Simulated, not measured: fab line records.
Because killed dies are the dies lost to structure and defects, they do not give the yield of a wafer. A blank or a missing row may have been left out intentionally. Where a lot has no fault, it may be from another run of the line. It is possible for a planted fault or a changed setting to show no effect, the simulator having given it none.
Chamber matching + flow nand-harc + NHARC_A_CHANNEL_FILL_D1_ALD_16 on ald-hk-02: 4 sister chambers
The step deposits SiO2, target thk 1.5 nm, pulse time 10 s, ald cycles 15. 4 wafers are shown with their chamber, then 7 later ones without.

== WAFERS WITH THEIR CHAMBER ==
| wafer  | chamber | heater-power-outer-w (W) |
|--------|---------|--------------------------|
| L838.4 | 0       | 256                      |
| L843.3 | 2       | 293                      |
| L850.3 | 1       | 263                      |
| L850.5 | 3       | 265                      |

== WAFERS MISSING THEIR CHAMBER ==
| wafer  | heater-power-outer-w (W) |
|--------|--------------------------|
| L850.6 | 259                      |
| L856.3 | 260                      |
| L856.4 | 308                      |
| L856.6 | 266                      |
| L857.2 | 259                      |
| L857.3 | 257                      |
| L857.5 | 265                      |

== WHICH CHAMBER EACH ONE RAN IN ==
| wafer  | from the rows above          | in truth |
|--------|------------------------------|----------|
| L850.6 | can't be placed: 0 or 1 or 3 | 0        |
| L856.3 | can't be placed: 1 or 0 or 3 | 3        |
| L856.4 | 2                            | 2        |
| L856.6 | can't be placed: 3 or 1 or 0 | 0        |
| L857.2 | can't be placed: 0 or 1 or 3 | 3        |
| L857.3 | can't be placed: 0 or 1 or 3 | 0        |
| L857.5 | can't be placed: 3 or 1 or 0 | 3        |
Placed correctly: 1 of 7. From these rows, 6 cannot be placed; in 6 the true chamber is one of the candidates. Wrongly placed: 0.
How it was worked out, from the rows above alone: a wafer's distance from a chamber is the root of the sum, over the readings, of the square of ((its reading less the chamber's mean) divided by the reading's scatter). The wafer belongs to the nearest chamber; if the next one is less than 2 further off, it can't be placed. Each chamber's mean is taken over the wafers shown for it. The scatter: with one shown wafer a chamber, the root of the mean of the squares of how far each hidden wafer lies from its nearest shown one.
